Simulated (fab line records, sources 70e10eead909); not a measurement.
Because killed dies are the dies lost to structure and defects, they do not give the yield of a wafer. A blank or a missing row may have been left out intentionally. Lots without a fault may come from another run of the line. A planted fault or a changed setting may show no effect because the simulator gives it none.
Chamber matching || flow nandHarc || NHARC_A_M1_CMP_23 on cmp-02: 4 sister chambers
The step polishes, t overpolish 20 s, target thk 154.34 nm. 20 wafers are shown with their chamber, then 10 later ones without.

WAFERS, EACH WITH ITS CHAMBER
{"wafer": "L076.2", "chamber": 0, "motorCurrentA (A)": 11.3, "timeToEndpointS (s)": 31.6}
{"wafer": "L076.3", "chamber": 1, "motorCurrentA (A)": 12.3, "timeToEndpointS (s)": 30.8}
{"wafer": "L076.6", "chamber": 1, "motorCurrentA (A)": 12.6, "timeToEndpointS (s)": 31.3}
{"wafer": "L076.1", "chamber": 3, "motorCurrentA (A)": 9.6, "timeToEndpointS (s)": 25.9}
{"wafer": "L076.4", "chamber": 2, "motorCurrentA (A)": 12.0, "timeToEndpointS (s)": 31.4}
{"wafer": "L076.5", "chamber": 0, "motorCurrentA (A)": 10.9, "timeToEndpointS (s)": 30.1}
{"wafer": "L079.3", "chamber": 0, "motorCurrentA (A)": 11.4, "timeToEndpointS (s)": 31.7}
{"wafer": "L079.5", "chamber": 3, "motorCurrentA (A)": 9.8, "timeToEndpointS (s)": 29.2}
{"wafer": "L079.6", "chamber": 0, "motorCurrentA (A)": 11.1, "timeToEndpointS (s)": 31.3}
{"wafer": "L082.1", "chamber": 2, "motorCurrentA (A)": 11.4, "timeToEndpointS (s)": 31.8}
{"wafer": "L082.3", "chamber": 3, "motorCurrentA (A)": 10.5, "timeToEndpointS (s)": 25.5}
{"wafer": "L082.5", "chamber": 2, "motorCurrentA (A)": 12.0, "timeToEndpointS (s)": 32.5}
{"wafer": "L087.1", "chamber": 1, "motorCurrentA (A)": 12.9, "timeToEndpointS (s)": 36.7}
{"wafer": "L087.3", "chamber": 0, "motorCurrentA (A)": 11.0, "timeToEndpointS (s)": 31.2}
{"wafer": "L087.5", "chamber": 2, "motorCurrentA (A)": 12.0, "timeToEndpointS (s)": 34.5}
{"wafer": "L086.1", "chamber": 0, "motorCurrentA (A)": 11.2, "timeToEndpointS (s)": 34.3}
{"wafer": "L086.2", "chamber": 3, "motorCurrentA (A)": 9.8, "timeToEndpointS (s)": 28.2}
{"wafer": "L086.4", "chamber": 1, "motorCurrentA (A)": 12.5, "timeToEndpointS (s)": 31.2}
{"wafer": "L088.2", "chamber": 0, "motorCurrentA (A)": 10.8, "timeToEndpointS (s)": 31.8}
{"wafer": "L088.4", "chamber": 1, "motorCurrentA (A)": 12.8, "timeToEndpointS (s)": 31.6}

SIGNATURES (means of the wafers above)
{"reading": "motorCurrentA", "chamber 0": 11.100, "chamber 1": 12.620, "chamber 2": 11.850, "chamber 3": 9.925, "scatter within a chamber": 0.279}
{"reading": "timeToEndpointS", "chamber 0": 31.714, "chamber 1": 32.320, "chamber 2": 32.550, "chamber 3": 27.200, "scatter within a chamber": 1.76}
Rule: a wafer's distance from a chamber is the root of the sum, over the readings, of the square of ((its reading less the chamber's mean) divided by the reading's scatter). If the next closest chamber is less than 2 further off than the closest, the wafer can't be placed; otherwise it belongs to the closest. The scatter: take each reading less its chamber's mean, square it, sum over the shown wafers, divide by the number of wafers less the number of chambers, and take the root.

WAFERS WITH NO CHAMBER GIVEN
{"wafer": "L088.6", "motorCurrentA (A)": 10.0, "timeToEndpointS (s)": 27.3}
{"wafer": "L092.1", "motorCurrentA (A)": 12.8, "timeToEndpointS (s)": 34.0}
{"wafer": "L092.3", "motorCurrentA (A)": 9.7, "timeToEndpointS (s)": 30.2}
{"wafer": "L092.5", "motorCurrentA (A)": 9.6, "timeToEndpointS (s)": 28.6}
{"wafer": "L094.3", "motorCurrentA (A)": 9.9, "timeToEndpointS (s)": 23.9}
{"wafer": "L094.4", "motorCurrentA (A)": 12.4, "timeToEndpointS (s)": 28.4}
{"wafer": "L094.6", "motorCurrentA (A)": 12.3, "timeToEndpointS (s)": 30.6}
{"wafer": "L097.1", "motorCurrentA (A)": 12.1, "timeToEndpointS (s)": 31.9}
{"wafer": "L097.2", "motorCurrentA (A)": 9.9, "timeToEndpointS (s)": 25.7}
{"wafer": "L097.6", "motorCurrentA (A)": 9.6, "timeToEndpointS (s)": 23.9}

WHICH CHAMBER EACH ONE RAN IN
{"wafer": "L088.6", "from the rows above": 3, "in truth": 3}
{"wafer": "L092.1", "from the rows above": 1, "in truth": 1}
{"wafer": "L092.3", "from the rows above": 3, "in truth": 3}
{"wafer": "L092.5", "from the rows above": 3, "in truth": 3}
{"wafer": "L094.3", "from the rows above": 3, "in truth": 3}
{"wafer": "L094.4", "from the rows above": "can't be placed: 1 or 2", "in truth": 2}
{"wafer": "L094.6", "from the rows above": "can't be placed: 1 or 2", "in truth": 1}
{"wafer": "L097.1", "from the rows above": "can't be placed: 2 or 1", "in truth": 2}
{"wafer": "L097.2", "from the rows above": 3, "in truth": 3}
{"wafer": "L097.6", "from the rows above": 3, "in truth": 3}
Correctly placed: 7 of 10. From these rows, 3 cannot be placed; in 3 the true chamber is one of the candidates. Placed wrongly: 0.
